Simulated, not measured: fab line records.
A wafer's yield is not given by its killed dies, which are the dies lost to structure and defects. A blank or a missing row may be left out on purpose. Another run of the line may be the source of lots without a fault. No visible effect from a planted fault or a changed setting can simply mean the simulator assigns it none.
Matching of chambers ; flow nand-harc ; NHARC_A_BLC_ALD_23 on ald-metal-01: 4 sister chambers
The step deposits TiN, target thk 3 nm, pulse time 1 s, ald cycles 150. 24 wafers are shown with their chamber, then 12 later ones without.

WAFERS PAIRED WITH THEIR CHAMBERS
wafer;chamber;heater-power-w (W);susceptor-temp-C (C);precursor-pulse-height-rel
L077.3;2;845;449.88;0.963
L077.5;1;1063;449.93;1.024
L077.6;0;1038;450.00;1.028
L078.3;1;1078;449.96;0.989
L078.4;0;1055;449.85;0.965
L078.5;1;1093;450.04;0.988
L079.2;0;1093;449.52;0.994
L079.4;1;1065;450.32;1.009
L079.5;0;1066;449.59;0.990
L080.1;3;977;449.78;0.986
L080.2;1;1090;449.96;1.028
L080.3;2;865;449.62;0.982
L084.2;1;1067;450.22;1.000
L084.4;0;1091;450.43;0.993
L084.6;0;1099;450.14;1.024
L083.3;3;997;449.89;1.040
L083.4;1;1099;449.39;0.982
L083.6;3;990;450.07;1.007
L086.1;3;996;450.05;0.953
L086.2;0;1043;450.46;1.019
L086.4;3;1009;450.00;1.027
L087.3;2;836;449.75;1.024
L087.5;3;1000;450.45;1.010
L087.6;0;1051;449.95;0.995

SIGNATURES (means of the wafers above)
reading;chamber 0;chamber 1;chamber 2;chamber 3;scatter within a chamber
heater-power-w;1067.00;1079.29;848.67;994.83;17.9
susceptor-temp-C;449.9925;449.9743;449.7500;450.0400;0.288
precursor-pulse-height-rel;1.00100;1.00286;0.98967;1.00383;0.0244
Rule: for a wafer and a chamber, the distance is found by dividing, reading by reading, the gap between the wafer's reading and the chamber's mean by the reading's scatter, squaring, summing and taking the root. The wafer belongs to the nearest chamber; if the next one is less than 2 further off, it can't be placed. How the scatter is found: for the shown wafers, subtract from each reading the mean of its chamber, square and add these, divide the total by (wafers less chambers), then take the root.

WAFERS WITH NO CHAMBER GIVEN
wafer;heater-power-w (W);susceptor-temp-C (C);precursor-pulse-height-rel
L091.1;1067;450.24;0.991
L091.2;868;450.05;1.021
L091.4;1016;450.19;0.987
L089.1;1090;449.91;0.996
L089.3;1098;449.71;1.009
L089.5;1072;449.39;0.984
L088.3;984;450.12;0.976
L088.4;1070;449.86;0.981
L088.5;971;450.10;1.024
L097.2;1069;449.98;0.970
L097.3;852;449.74;1.030
L097.5;870;449.50;0.985

WHICH CHAMBER EACH ONE RAN IN
wafer;from the rows above;in truth
L091.1;can't be placed: 0 or 1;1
L091.2;2;2
L091.4;can't be placed: 3 or 0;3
L089.1;can't be placed: 1 or 0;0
L089.3;can't be placed: 1 or 0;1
L089.5;can't be placed: 1 or 0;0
L088.3;3;3
L088.4;can't be placed: 0 or 1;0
L088.5;3;3
L097.2;can't be placed: 0 or 1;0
L097.3;2;2
L097.5;2;2
Correctly placed: 5 of 12. Unplaceable from these rows: 7, with the true chamber sitting among the candidates in 7. Placed wrongly: 0.
